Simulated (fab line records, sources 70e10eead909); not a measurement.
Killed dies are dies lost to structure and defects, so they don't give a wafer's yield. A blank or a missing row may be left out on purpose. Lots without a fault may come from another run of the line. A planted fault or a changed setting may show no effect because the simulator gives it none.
Chamber matching | flow nand_harc | NHARC_A_DECK1_JOINT_ETCHBACK_00 on rie_si-04: 4 sister chambers
The step etches the open film in HBr, target depth 30 nm, time 17.4 s. 18 wafers are shown with their chamber, then 9 later ones without.

WAFERS WITH THEIR CHAMBER
wafer  | chamber | oes_product_au (a.u.) | throttle_valve_pct (%) | rf_fwd_power_W (W)
L075.1 | 3       | 1.011                 | 23.243                 | 342.3
L075.3 | 0       | 1.012                 | 23.265                 | 342.2
L075.5 | 1       | 1.009                 | 23.258                 | 341.2
L076.1 | 1       | 1.006                 | 23.278                 | 341.4
L076.4 | 2       | 0.998                 | 23.275                 | 343.9
L076.5 | 0       | 1.005                 | 23.280                 | 342.2
L080.1 | 0       | 1.001                 | 23.272                 | 341.3
L080.2 | 3       | 1.000                 | 23.263                 | 343.0
L080.6 | 3       | 1.000                 | 23.272                 | 342.7
L083.1 | 0       | 1.000                 | 23.253                 | 340.1
L083.2 | 3       | 1.005                 | 23.265                 | 343.8
L083.6 | 1       | 1.012                 | 23.286                 | 342.0
L087.1 | 1       | 1.010                 | 23.277                 | 342.0
L087.2 | 3       | 0.996                 | 23.255                 | 342.6
L087.4 | 0       | 1.012                 | 23.271                 | 342.4
L088.2 | 2       | 0.995                 | 23.280                 | 340.8
L088.4 | 2       | 1.007                 | 23.270                 | 340.9
L088.5 | 3       | 1.001                 | 23.264                 | 343.8

SIGNATURES (means of the wafers above)
reading            | chamber 0 | chamber 1 | chamber 2 | chamber 3 | scatter within a chamber
oes_product_au     | 1.00600   | 1.00925   | 1.00000   | 1.00217   | 0.00511
throttle_valve_pct | 23.26820  | 23.27475  | 23.27500  | 23.26033  | 0.00994
rf_fwd_power_W     | 341.640   | 341.650   | 341.867   | 343.033   | 0.942
Rule: a wafer's distance from a chamber is the root of the sum, over the readings, of the square of ((its reading less the chamber's mean) divided by the reading's scatter). The wafer belongs to the nearest chamber; if the next one is less than 2 further off, it can't be placed. The scatter: the root of (the sum of the squares of (reading less its chamber's mean) over the shown wafers, divided by (wafers less chambers)).

WAFERS WITHOUT THEIR CHAMBER
wafer  | oes_product_au (a.u.) | throttle_valve_pct (%) | rf_fwd_power_W (W)
L095.1 | 1.000                 | 23.265                 | 341.7
L095.2 | 1.010                 | 23.257                 | 345.2
L095.5 | 1.004                 | 23.268                 | 343.5
L094.1 | 1.005                 | 23.267                 | 339.6
L094.3 | 1.008                 | 23.260                 | 341.6
L094.6 | 1.007                 | 23.257                 | 342.8
L096.1 | 0.994                 | 23.261                 | 344.0
L096.2 | 1.010                 | 23.259                 | 343.7
L096.5 | 1.005                 | 23.262                 | 343.3

WHICH CHAMBER EACH WENT THROUGH
wafer  | from the rows above               | in truth
L095.1 | can't be placed: 2 or 0 or 3 or 1 | 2
L095.2 | can't be placed: 3 or 0 or 1 or 2 | 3
L095.5 | can't be placed: 3 or 0 or 2 or 1 | 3
L094.1 | can't be placed: 0 or 1 or 2 or 3 | 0
L094.3 | can't be placed: 0 or 1 or 3 or 2 | 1
L094.6 | can't be placed: 3 or 0 or 1 or 2 | 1
L096.1 | can't be placed: 3 or 2 or 0      | 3
L096.2 | can't be placed: 3 or 0 or 1 or 2 | 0
L096.5 | can't be placed: 3 or 0 or 2 or 1 | 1
Placed correctly: 0 of 9. Can't be placed from these rows: 9 (the true chamber is among the candidates in 9). Placed wrongly: 0.
